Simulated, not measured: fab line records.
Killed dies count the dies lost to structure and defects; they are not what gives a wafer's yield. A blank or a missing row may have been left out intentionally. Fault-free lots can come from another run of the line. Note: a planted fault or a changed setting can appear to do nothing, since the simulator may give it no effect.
The tool behind it: which one? ; flow n5 finfet ; 9 lots with 25 wafers sampled at 2 steps, on a route of 1938 steps

## WHAT THE GAUGES READ, wafer by wafer
N5_BEOL_M1_CD_MEAS_18: pitch 36 nm, target cd 18 nm.
lot;measured;on;cd nm (nm)
L249;day 7 00:06;cd sem-03;17.6 17.8 17.4
L251;day 7 04:31;cd sem-02;18.0 18.4 17.4
L252;day 7 09:17;cd sem-01;19.3 18.5 18.3
L254;day 7 15:01;cd sem-02;18.3 18.7 18.4
L255;day 7 20:50;cd sem-01;18.2 18.1 18.6
L257;day 8 09:17;cd sem-03;17.7 17.6 18.0
L262;day 9 19:17;cd sem-03;18.4 18.2
L268;day 11 06:27;cd sem-02;18.7 18.6
L270;day 11 23:41;cd sem-03;18.1 18.2 18.2

## WHICH TOOL RAN EACH LOT (tool, then ch and the chambers of the sampled wafers, then the start)
lot;N5_BEOL_M1_STRIP_66
L249;rie diel-02 ch 0,2, day 6 23:52
L251;rie diel-06 ch 0,1,3, day 7 04:10
L252;rie diel-04 ch 1,3, day 7 09:02
L254;rie diel-06 ch 1,2, day 7 14:33
L255;rie diel-06 ch 0,1,2, day 7 20:31
L257;rie diel-02 ch 0,1,2, day 8 09:04
L262;rie diel-04 ch 1, day 9 19:04
L268;rie diel-06 ch 0, day 11 06:14
L270;rie diel-04 ch 0,3, day 11 23:25
- N5_BEOL_M1_STRIP_66: strips in CF4.

## THE ANSWER, worked out from the rows above alone
Rule: the usual values come from the lots themselves. Put in order of their means at a reading, lots are off if they are a third of the lots or fewer, leave a main group of 4 or more, and stand apart from it by a gap of 3 or more times the standard deviation of the main group's means; of several such gaps the widest counts. Not used: any main group whose means are identical at the precision the tables above print for the reading. Also off: a lot with no number at a reading for which 4 or more lots have one. Where the step has rows for the other lots, those lots are counted as sound.
Nothing can be told from this: no lot is off at any reading shown.

## WHAT THE SIMULATOR PUT IN
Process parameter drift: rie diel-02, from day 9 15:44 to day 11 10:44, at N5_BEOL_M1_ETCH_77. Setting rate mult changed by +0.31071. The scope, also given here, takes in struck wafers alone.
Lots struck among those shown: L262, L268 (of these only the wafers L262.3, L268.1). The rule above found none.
